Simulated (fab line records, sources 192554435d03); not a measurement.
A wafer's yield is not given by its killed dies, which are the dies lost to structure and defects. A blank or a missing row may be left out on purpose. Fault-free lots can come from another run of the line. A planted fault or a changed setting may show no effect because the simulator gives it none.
fab line records	flow n5Finfet
record: lots: 7	wafers: 39
route steps=1938 shown BEOL_M5@1160 BEOL_M8@1332 BEOL_M9@1417
startH: hours from the record's first day to the start of the lot's first wafer shown	waitH: time in hours since the lot's previous step	" repeats the value in the row above	L1.1+2: one row covering several wafers at once	- value missing, or start not given	* or withheld: withheld	< > ~ a bound
route shown NAME@n: NAME is a module with steps in the file, n the number in the route of the first one	usual: average and standard deviation across the fault-free wafers	same: alike in all rows	chamber/n: place in a boat	sites: readings site by site	_std_site: the values' standard deviation	_edge_site: outer sites' mean less inner sites'	radiusMm: how far each site lies from the wafer's centre	mask NAME#n: copy n	behind: the most recent tool/chamber to have shaped the wafer	hold: the reason the lot was held/the length of the hold in hours/how it ended	device: transistor that didn't switch, given as n, p or np	end of line: tests of these same wafers at the route's end	for a step that has no rows: nothing shown but its recipe	killed: count of dies lost to structure and defects at first sort (not the wafer's yield)	map: a wafer's dies, x killed, . not, _ none there
set.NAME: the setting that was run; set.NAME@STEP: the one run at that earlier step	model.NAME: the simulator's own value behind a step, which no gauge read
lots where settings were altered on purpose, with a table for each step and a row for each wafer
== steps ==
step: N5_BEOL_M5_TRENCH_ETCH_37
recipe: chemistry: C4F6/O2	targetDepthA: 716.52	target: SiCOH_lowk	timeS: 24.7	ionEnergyEv: 250	pressureMtorr: 30	sourceW: 345	biasW: 185	Ar_flow_sccm: 300	C4F6_flow_sccm: 10	O2_flow_sccm: 10
lot.wafer	tool	chamber	startH	waitH	set.targetDepthA	model.BEOL_M5.featureDepthNm	model.etch.depthNm	model.TiN_of_BEOL_M5_HM_DEP_02.thkNm
L078.1	rieDiel-02	1	-	-	390.5	39.2	39.2	19
L078.2	"	2	"	"	390.5	39.8	39.84	18.8
L078.3	"	0	"	"	716.52	74.2	74.18	17.6
L078.4	"	3	"	"	716.52	73.2	73.24	17.8
L078.5	"	3	"	"	716.52	73	72.92	18
L078.6	"	2	"	"	390.5	40	39.91	18.8
L079.1	rieDiel-02	0	-	-	716.52	73.6	73.61	17.8
L079.2	"	2	"	"	716.52	73.4	73.47	17.8
L079.3	"	3	"	"	716.52	72.8	72.8	18.2
L079.4	"	1	"	"	716.52	72.4	72.33	17.8
L079.5	"	2	"	"	716.52	72.8	72.84	17.8
L079.6	"	3	"	"	716.52	72.4	72.45	17.8
L082.1	rieDiel-06	1	-	-	716.52	72.4	72.36	17.8
L082.4	"	0	"	"	716.52	71.6	71.51	17.8
L082.6	"	2	"	"	716.52	70.6	70.58	17.6
L086.1	rieDiel-05	3	-	-	716.52	70.2	70.3	18.2
L086.2	"	0	"	"	580.5	59	59.03	18.2
L086.3	"	1	"	"	716.52	71.8	71.87	18
L086.4	"	0	"	"	580.5	58.6	58.51	18.6
L086.5	"	1	"	"	580.5	57.8	57.74	18.2
L086.6	"	3	"	"	716.52	69.6	69.66	18.2
L090.1	rieDiel-05	3	-	-	1067	104.2	104.2	16.8
L090.2	"	0	"	"	716.52	71.6	71.66	18
L090.3	"	1	"	"	1067	105.8	105.9	16.6
L090.4	"	1	"	"	716.52	70.8	70.89	17.6
L090.5	"	3	"	"	1067	104	104	16.4
L090.6	"	0	"	"	716.52	72.2	72.16	17.6
L093.1	rieDiel-05	2	-	-	716.52	73.2	73.19	17.8
L093.2	"	0	"	"	716.52	74.4	74.34	17.8
L093.3	"	1	"	"	1055	108	107.9	17
L093.4	"	2	"	"	716.52	73.6	73.62	18
L093.5	"	1	"	"	1055	107.8	107.9	17
L093.6	"	0	"	"	1055	109	109	17
L097.1	rieDiel-06	0	-	-	716.52	70.8	70.87	18
L097.2	"	2	"	"	1009	98.8	98.77	17.2
L097.3	"	2	"	"	1009	98.6	98.61	17.2
L097.4	"	0	"	"	716.52	71	71.07	18
L097.5	"	0	"	"	1009	100.4	100.3	17.2
L097.6	"	2	"	"	716.52	69.4	69.35	18
step: N5_BEOL_M5_ETCH_41
recipe: chemistry: CH3F/O2	target: SiCN	targetDepthA: 315	taperDeg: 2	timeS: 56.7	ionEnergyEv: 120	maskMaterial: TiN	pressureMtorr: 30	sourceW: 395	biasW: 75	Ar_flow_sccm: 150	CH3F_flow_sccm: 30	O2_flow_sccm: 20
step: N5_BEOL_M5_STRIP_91
recipe: chemistry: N2/H2	timeS: 10	powerW: 450	tempC: 40	pressureMtorr: 20	rfFrequencyHz: 6e+07	biasPowerW: 7	n2FlowSccm: 200	h2FlowSccm: 200
step: N5_BEOL_M5_OCD_MEAS_38
usual: trenchDepthNm: 71.7/1.3
lot.wafer	tool	chamber	startH	waitH	set.targetDepthA@BEOL_M5_TRENCH_ETCH_37	trenchDepthNm
L078.1	ocd-01	-	249.89	-	390.5	39.7
L078.2	"	-	"	"	390.5	39.8
L078.3	"	-	"	"	716.52	73.9
L078.4	"	-	"	"	716.52	74.1
L078.5	"	-	"	"	716.52	73.0
L078.6	"	-	"	"	390.5	39.5
L079.1	ocd-02	-	255.72	-	716.52	73.7
L079.2	"	-	"	"	716.52	73.2
L079.3	"	-	"	"	716.52	72.9
L079.4	"	-	"	"	716.52	72.6
L079.5	"	-	"	"	716.52	72.8
L079.6	"	-	"	"	716.52	72.6
L082.1	ocd-02	-	280.73	-	716.52	72.7
L082.4	"	-	"	"	716.52	71.8
L082.6	"	-	"	"	716.52	71.2
L086.1	ocd-01	-	312.56	-	716.52	70.4
L086.2	"	-	"	"	580.5	58.7
L086.3	"	-	"	"	716.52	-
L086.4	"	-	"	"	580.5	58.9
L086.5	"	-	"	"	580.5	-
L086.6	"	-	"	"	716.52	-
L090.1	ocd-01	-	317.52	-	1067	104.2
L090.2	"	-	"	"	716.52	71.0
L090.3	"	-	"	"	1067	105.9
L090.4	"	-	"	"	716.52	71.5
L090.5	"	-	"	"	1067	103.2
L090.6	"	-	"	"	716.52	72.2
L093.1	ocd-02	-	340.02	-	716.52	72.6
L093.2	"	-	"	"	716.52	74.6
L093.3	"	-	"	"	1055	107.9
L093.4	"	-	"	"	716.52	73.9
L093.5	"	-	"	"	1055	108.3
L093.6	"	-	"	"	1055	109.2
L097.1	ocd-01	-	356.93	-	716.52	70.6
L097.2	"	-	"	"	1009	99.0
L097.3	"	-	"	"	1009	98.5
L097.4	"	-	"	"	716.52	71.3
L097.5	"	-	"	"	1009	101.1
L097.6	"	-	"	"	716.52	69.1
step: N5_BEOL_M5_HM_STRIP_39
recipe: chemistry: peroxideTinStrip	material: TiN	targetDepthA: 250	tempC: 50	timeS: 158
step: N5_BEOL_M5_SRD_40
recipe: timeS: 30	tempC: 23	rinseLiquid: diw	dry: ipaMarangoni
step: N5_BEOL_M5_ECD_50
recipe: material: Cu	targetThkA: 3000
step: N5_BEOL_M5_ANNEAL_51
recipe: tempC: 225	timeS: 90	ambient: N2
step: N5_BEOL_M5_CMP_52
recipe: stopOn: SiCOH_lowk	tOverpolishS: 6.9	downForcePsi: 1	platenRpm: 50	clearingPlatenDownForcePsi: 1.5	clearingPlatenRpm: 50	postCmpClean: cuAlkaline	targetThkNm: 62	clearingPlatenPadVelocityMS: 0.99484	padVelocityMS: 0.99484
lot.wafer	tool	chamber	startH	waitH	set.targetDepthA@BEOL_M5_TRENCH_ETCH_37	model.Cu_of_BEOL_M5_ECD_50.thkNm
L078.1	cmp-01	2	256.61	0.3	390.5	30.8
L078.3	"	3	"	"	716.52	67.4
L078.4	"	0	"	"	716.52	64
L078.2	"	1	"	"	390.5	31
L078.6	"	2	"	"	390.5	31.4
L078.5	"	3	"	"	716.52	65.4
L079.2	cmp-02	2	262.76	0.2	716.52	65
L079.3	"	3	"	"	716.52	63.4
L079.1	"	0	"	"	716.52	64
L079.4	"	1	"	"	716.52	62.8
L079.5	"	2	"	"	716.52	64.2
L079.6	"	3	"	"	716.52	62
L082.4	cmp-02	1	287.46	0.2	716.52	60.2
L082.1	"	2	"	"	716.52	61.4
L082.6	"	1	"	"	716.52	59.2
L086.3	cmp-03	3	320.08	0.2	716.52	60.8
L086.1	"	0	"	"	716.52	60.6
L086.4	"	1	"	"	580.5	47.6
L086.2	"	2	"	"	580.5	47.8
L086.5	"	3	"	"	580.5	45.8
L086.6	"	0	"	"	716.52	60
L090.4+6	cmp-02	1	324.48	0.1	716.52	62.2
L090.2	"	2	"	"	716.52	63.2
L090.3	"	3	"	"	1067	97.8
L090.1	"	0	"	"	1067	95.6
L090.5	"	2	"	"	1067	96
L093.3	cmp-03	0	351.74	0.2	1055	98.6
L093.4	"	1	"	"	716.52	63.2
L093.2	"	2	"	"	716.52	64.8
L093.1	"	3	"	"	716.52	62.2
L093.5	"	0	"	"	1055	98.2
L093.6	"	1	"	"	1055	98
L097.1	cmp-01	0	364.62	0.3	716.52	60.4
L097.4	"	1	"	"	716.52	61.6
L097.3	"	2	"	"	1009	87.4
L097.2	"	3	"	"	1009	88.8
L097.6	"	0	"	"	716.52	59.6
L097.5	"	1	"	"	1009	89.6
step: N5_BEOL_M5_THK_MEAS_53
recipe: thkMeasGauge: xrf	reads: Cu_of_BEOL_M5_ECD_50
usual: M5_THK: 61.9/1.7
lot.wafer	tool	chamber	startH	waitH	set.targetDepthA@BEOL_M5_TRENCH_ETCH_37	M5_THK[nm]
L078.1	filmMetro-01	-	256.90	-	390.5	30.7
L078.2	"	-	"	"	390.5	30.9
L078.3	"	-	"	"	716.52	67.4
L078.4	"	-	"	"	716.52	63.8
L078.5	"	-	"	"	716.52	65.4
L078.6	"	-	"	"	390.5	31.4
L079.1	filmMetro-02	-	263.06	-	716.52	64.0
L079.2	"	-	"	"	716.52	65.1
L079.3	"	-	"	"	716.52	63.4
L079.4	"	-	"	"	716.52	63.1
L079.5	"	-	"	"	716.52	64.5
L079.6	"	-	"	"	716.52	62.1
L082.1	filmMetro-02	-	287.72	-	716.52	61.0
L082.4	"	-	"	"	716.52	59.7
L082.6	"	-	"	"	716.52	59.2
L086.1	filmMetro-02	-	320.37	-	716.52	60.0
L086.2	"	-	"	"	580.5	47.5
L086.3	"	-	"	"	716.52	-
L086.4	"	-	"	"	580.5	47.4
L086.5	"	-	"	"	580.5	-
L086.6	"	-	"	"	716.52	-
L090.1	filmMetro-01	-	324.77	-	1067	95.0
L090.2	"	-	"	"	716.52	63.0
L090.3	"	-	"	"	1067	97.9
L090.4	"	-	"	"	716.52	62.2
L090.5	"	-	"	"	1067	95.7
L090.6	"	-	"	"	716.52	61.9
L093.1	filmMetro-02	-	352.04	-	716.52	62.2
L093.2	"	-	"	"	716.52	65.1
L093.3	"	-	"	"	1055	98.7
L093.4	"	-	"	"	716.52	63.1
L093.5	"	-	"	"	1055	98.2
L093.6	"	-	"	"	1055	98.6
L097.1	filmMetro-01	-	364.92	-	716.52	60.5
L097.2	"	-	"	"	1009	88.8
L097.3	"	-	"	"	1009	87.9
L097.4	"	-	"	"	716.52	61.7
L097.5	"	-	"	"	1009	89.6
L097.6	"	-	"	"	716.52	59.6
step: N5_BEOL_M5_PRE_CLEAN_77
recipe: gas: NH3/H2	timeS: 15	tempC: *	rfPowerW: 300
step: N5_BEOL_M5_CO_CAP_78
recipe: material: Co	targetThkA: 20	tempC: 200	precursor: CCTBA/H2	pressureTorr: 30	timeS: 102.1
step: N5_BEOL_M5_PRE_CLEAN_55
recipe: gas: NH3	timeS: 15	tempC: withheld	rfPowerW: 300
step: N5_BEOL_M5_DEP_56
recipe: material: SiCN	targetThkA: 80	tempC: withheld	precursor: 3MS/NH3	pressureTorr: 3	rfW: 202	timeS: 14
step: N5_BEOL_M5_RS_MEAS_57
recipe: thkMeasGauge: four-point-probe	reads: Co_of_BEOL_M5_CO_CAP_78+Cu_of_BEOL_M5_ECD_50+Co_of_BEOL_M5_CVD_47+TaN_of_BEOL_M5_ALD_86
usual: M5_RS: 0.387/0.013
lot.wafer	tool	chamber	startH	waitH	set.targetDepthA@BEOL_M5_TRENCH_ETCH_37	M5_RS[ohm/sq]
L078.1	filmMetro-02	-	257.16	0.0	390.5	0.943
L078.2	"	-	"	"	390.5	0.930
L078.3	"	-	"	"	716.52	0.349
L078.4	"	-	"	"	716.52	0.373
L078.5	"	-	"	"	716.52	0.361
L078.6	"	-	"	"	390.5	0.915
L079.1	filmMetro-01	-	263.32	0.0	716.52	0.372
L079.2	"	-	"	"	716.52	0.364
L079.3	"	-	"	"	716.52	0.375
L079.4	"	-	"	"	716.52	0.380
L079.5	"	-	"	"	716.52	0.369
L079.6	"	-	"	"	716.52	0.387
L082.1	filmMetro-01	-	287.98	0.0	716.52	0.389
L082.4	"	-	"	"	716.52	0.400
L082.6	"	-	"	"	716.52	0.407
L086.1	filmMetro-01	-	320.63	0.0	716.52	0.396
L086.2	"	-	"	"	580.5	0.532
L086.3	"	-	"	"	716.52	-
L086.4	"	-	"	"	580.5	0.534
L086.5	"	-	"	"	580.5	-
L086.6	"	-	"	"	716.52	-
L090.1	filmMetro-01	-	325.03	0.0	1067	0.232
L090.2	"	-	"	"	716.52	0.377
L090.3	"	-	"	"	1067	0.226
L090.4	"	-	"	"	716.52	0.384
L090.5	"	-	"	"	1067	0.231
L090.6	"	-	"	"	716.52	0.384
L093.1	filmMetro-01	-	352.30	0.0	716.52	0.385
L093.2	"	-	"	"	716.52	0.366
L093.3	"	-	"	"	1055	0.224
L093.4	"	-	"	"	716.52	0.377
L093.5	"	-	"	"	1055	0.225
L093.6	"	-	"	"	1055	0.226
L097.1	filmMetro-02	-	365.18	0.0	716.52	0.398
L097.2	"	-	"	"	1009	0.252
L097.3	"	-	"	"	1009	0.257
L097.4	"	-	"	"	716.52	0.388
L097.5	"	-	"	"	1009	0.250
L097.6	"	-	"	"	716.52	0.405
step: N5_BEOL_M8_ILD_DEP_00
recipe: material: SiCOH_lowk	targetThkA: 1797.5	tempC: 300	precursor: DEMS/porogen	pressureTorr: 5	rfW: 500	timeS: 33.4
lot.wafer	tool	chamber	startH	waitH	set.targetThkA	model.SiCOH_lowk_of_BEOL_M8_ILD_DEP_00.thkNm
L078.1	pecvd-04	2	274.81	0.1	1797.5	177.8
L078.2	"	1	"	"	1797.5	177.2
L078.3	"	0	"	"	1797.5	175.6
L078.4	"	1	"	"	2833	285.8
L078.5+6	"	2,0	"	"	2833	285.2
L079.1	pecvd-03	0	278.57	0.0	1035	101.6
L079.2	"	2	"	"	1797.5	178.8
L079.3	"	1	"	"	1797.5	179.4
L079.4	"	2	"	"	1035	105.8
L079.5	"	1	"	"	1797.5	180.6
L079.6	"	0	"	"	1035	101
L082.1	pecvd-04	2	305.63	0.0	1797.5	176.4
L082.4	"	2	"	"	1797.5	180
L082.6	"	0	"	"	1797.5	181.6
L086.1	pecvd-03	1	336.93	0.0	1068	105.6
L086.2	"	2	"	"	1068	106.2
L086.3	"	0	"	"	1068	104.6
L086.4	"	2	"	"	1797.5	182
L086.5	"	1	"	"	1797.5	182.6
L086.6	"	0	"	"	1797.5	180.6
L090.1	pecvd-03	2	340.48	0.0	1797.5	180.8
L090.2	"	1	"	"	1173	114.4
L090.3	"	0	"	"	1173	111.8
L090.4	"	1	"	"	1797.5	181.8
L090.5	"	2	"	"	1797.5	180.6
L090.6	"	0	"	"	1173	115.8
L093.1	pecvd-03	1	371.83	0.0	1797.5	177.8
L093.2	"	0	"	"	1797.5	179.2
L093.3	"	2	"	"	1797.5	181
L093.4	"	2	"	"	1797.5	182
L093.5	"	1	"	"	1797.5	182.2
L093.6	"	0	"	"	1797.5	179
L097.1	pecvd-03	2	386.67	0.0	1797.5	182.6
L097.2	"	0	"	"	1797.5	179.8
L097.3	"	1	"	"	1202	122.6
L097.4	"	0	"	"	1202	124
L097.5	"	2	"	"	1797.5	185.6
L097.6	"	1	"	"	1202	124.6
step: N5_BEOL_M8_CURE_74
recipe: tempC: 385	timeS: 240	ambient: He/Ar	material: SiCOH_lowk
lot.wafer	tool	chamber	startH	waitH	set.targetThkA@BEOL_M8_ILD_DEP_00	model.SiCOH_lowk_of_BEOL_M8_ILD_DEP_00.thkNm
L078.1	uvCure-02	0	274.88	0.0	1797.5	153.4
L078.2	"	0	"	"	1797.5	152.8
L078.3	"	0	"	"	1797.5	151.4
L078.4	"	0	"	"	2833	248
L078.5+6	"	0	"	"	2833	247.4
L079.1	uvCure-02	0	278.63	0.0	1035	87.2
L079.2	"	0	"	"	1797.5	154.2
L079.3	"	0	"	"	1797.5	154.6
L079.4	"	0	"	"	1035	90.8
L079.5	"	0	"	"	1797.5	155.8
L079.6	"	0	"	"	1035	86.8
L082.1	uvCure-02	2	305.70	0.0	1797.5	152
L082.4	"	2	"	"	1797.5	155.2
L082.6	"	2	"	"	1797.5	156.6
L086.1	uvCure-02	2	336.99	0.0	1068	90.6
L086.2	"	2	"	"	1068	91.2
L086.3	"	2	"	"	1068	89.8
L086.4	"	2	"	"	1797.5	157
L086.5	"	2	"	"	1797.5	157.6
L086.6	"	2	"	"	1797.5	155.8
L090.1	uvCure-01	0	340.55	0.0	1797.5	156
L090.2	"	0	"	"	1173	98.2
L090.3	"	0	"	"	1173	96.2
L090.4	"	0	"	"	1797.5	156.8
L090.5	"	0	"	"	1797.5	155.8
L090.6	"	0	"	"	1173	99.6
L093.1	uvCure-01	1	372.15	0.3	1797.5	153.4
L093.2	"	1	"	"	1797.5	154.6
L093.3	"	1	"	"	1797.5	156
L093.4	"	1	"	"	1797.5	157
L093.5	"	1	"	"	1797.5	157.2
L093.6	"	1	"	"	1797.5	154.4
L097.1	uvCure-03	1	386.73	0.0	1797.5	157.4
L097.2	"	1	"	"	1797.5	155.2
L097.3	"	1	"	"	1202	105.4
L097.4	"	1	"	"	1202	106.6
L097.5	"	1	"	"	1797.5	160.2
L097.6	"	1	"	"	1202	107
step: N5_BEOL_M8_THK_MEAS_01
recipe: reads: SiCOH_lowk_of_BEOL_M8_ILD_DEP_00
usual: M8_ILD_THK: 154.6/2.3
lot.wafer	tool	chamber	startH	waitH	set.targetThkA@BEOL_M8_ILD_DEP_00	M8_ILD_THK[nm]
L078.1	filmMetro-01	-	275.39	0.4	1797.5	153.2
L078.2	"	-	"	"	1797.5	152.7
L078.3	"	-	"	"	1797.5	151.3
L078.4	"	-	"	"	2833	248.1
L078.5	"	-	"	"	2833	247.4
L078.6	"	-	"	"	2833	247.2
L079.1	filmMetro-02	-	279.15	0.4	1035	87.2
L079.2	"	-	"	"	1797.5	154.1
L079.3	"	-	"	"	1797.5	154.4
L079.4	"	-	"	"	1035	90.8
L079.5	"	-	"	"	1797.5	155.8
L079.6	"	-	"	"	1035	86.7
L082.1	filmMetro-02	-	306.21	0.4	1797.5	152.1
L082.4	"	-	"	"	1797.5	155.2
L082.6	"	-	"	"	1797.5	156.6
L086.1	filmMetro-02	-	337.51	0.4	1068	90.6
L086.2	"	-	"	"	1068	91.1
L086.3	"	-	"	"	1068	89.9
L086.4	"	-	"	"	1797.5	156.9
L086.5	"	-	"	"	1797.5	157.5
L086.6	"	-	"	"	1797.5	155.9
L090.1	filmMetro-01	-	341.06	0.4	1797.5	156.0
L090.2	"	-	"	"	1173	98.2
L090.3	"	-	"	"	1173	96.1
L090.4	"	-	"	"	1797.5	156.7
L090.5	"	-	"	"	1797.5	155.6
L090.6	"	-	"	"	1173	99.5
L093.1	filmMetro-02	-	372.66	0.4	1797.5	153.3
L093.2	"	-	"	"	1797.5	154.6
L093.3	"	-	"	"	1797.5	156.0
L093.4	"	-	"	"	1797.5	157.2
L093.5	"	-	"	"	1797.5	157.2
L093.6	"	-	"	"	1797.5	154.4
L097.1	filmMetro-02	-	387.24	0.4	1797.5	157.5
L097.2	"	-	"	"	1797.5	155.1
L097.3	"	-	"	"	1202	105.3
L097.4	"	-	"	"	1202	106.7
L097.5	"	-	"	"	1797.5	160.2
L097.6	"	-	"	"	1202	107.0
step: N5_BEOL_M9_DESCUM_16
recipe: chemistry: O2	timeS: 7.9	sourcePowerW: 50	biasPowerW: 20	pressureMtorr: 20	rfFrequencyHz: 2.712e+07	tempC: 40	resist: CAR-ArF	o2FlowSccm: 225
lot.wafer	tool	chamber	startH	waitH	set.timeS	model.CAR-ArF_of_BEOL_M9_COAT_05.thkNm
L078.1+2+4	rieDiel-05	1,0,2	287.36	0.0	7.9	83.4
L078.3+5	"	3	"	"	10.91	81.6
L078.6	"	2	"	"	10.91	81
L079.1+2+4	rieDiel-06	3,1,0	291.89	0.2	5.222	85
L079.3+5	"	2,1	"	"	7.9	83.4
L079.6	"	2	"	"	7.9	83.6
L082.1+4	rieDiel-02	2	316.27	0.0	7.9	83.4
L082.6	"	0	"	"	7.9	83.6
L086.1+3	rieDiel-02	2,1	348.57	0.6	7.9	83.6
L086.2+6	"	3	"	"	10.18	82.4
L086.4	"	2	"	"	10.18	82.2
L086.5	"	1	"	"	7.9	83.8
L090.1	rieDiel-02	3	357.07	0.1	7.9	83.2
L090.2+3+4	"	0,1,2	"	"	9.511	82.2
L090.5	"	1	"	"	7.9	83
L090.6	"	2	"	"	7.9	83.4
L093.1+4	rieDiel-05	0,3	385.03	0.0	7.9	83.4
L093.2+3	"	1,2	"	"	4.28	85.6
L093.5	"	3	"	"	4.28	85.8
L093.6	"	0	"	"	7.9	83.2
L097.1+3+6	rieDiel-02	0,1,0	400.04	0.1	10.04	82
L097.2	"	3	"	"	7.9	83
L097.4+5	"	2,3	"	"	7.9	83.4
== key ==
split: step: N5_BEOL_M5_TRENCH_ETCH_37	setting: targetDepthA	stated: 716.52	by: wafer
response: step: N5_BEOL_M5_TRENCH_ETCH_37	reading: model.BEOL_M5.featureDepthNm	change: +0.711	per: 1%	r: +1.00
response: step: N5_BEOL_M5_TRENCH_ETCH_37	reading: model.etch.depthNm	change: +0.71	per: 1%	r: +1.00
response: step: N5_BEOL_M5_TRENCH_ETCH_37	reading: model.TiN_of_BEOL_M5_HM_DEP_02.thkNm	change: -0.0208	per: 1%	r: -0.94
response: step: N5_BEOL_M5_OCD_MEAS_38	reading: trenchDepthNm	change: +0.715	per: 1%	r: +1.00
response: step: N5_BEOL_M5_CMP_52	reading: model.Cu_of_BEOL_M5_ECD_50.thkNm	change: +0.72	per: 1%	r: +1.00
response: step: N5_BEOL_M5_THK_MEAS_53	reading: M5_THK	change: +0.72	per: 1%	r: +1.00
response: step: N5_BEOL_M5_RS_MEAS_57	reading: M5_RS	shape: bent	atLowest: 0.929	atStated: 0.381	atHighest: 0.230
split: step: N5_BEOL_M8_ILD_DEP_00	setting: targetThkA	stated: 1797.5	by: wafer
response: step: N5_BEOL_M8_ILD_DEP_00	reading: model.SiCOH_lowk_of_BEOL_M8_ILD_DEP_00.thkNm	change: +1.86	per: 1%	r: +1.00
response: step: N5_BEOL_M8_CURE_74	reading: model.SiCOH_lowk_of_BEOL_M8_ILD_DEP_00.thkNm	change: +1.62	per: 1%	r: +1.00
response: step: N5_BEOL_M8_THK_MEAS_01	reading: M8_ILD_THK	change: +1.62	per: 1%	r: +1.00
split: step: N5_BEOL_M9_DESCUM_16	setting: timeS	stated: 7.9	by: wafer
response: step: N5_BEOL_M9_DESCUM_16	reading: model.CAR-ArF_of_BEOL_M9_COAT_05.thkNm	change: -0.0491	per: 1%	r: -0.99
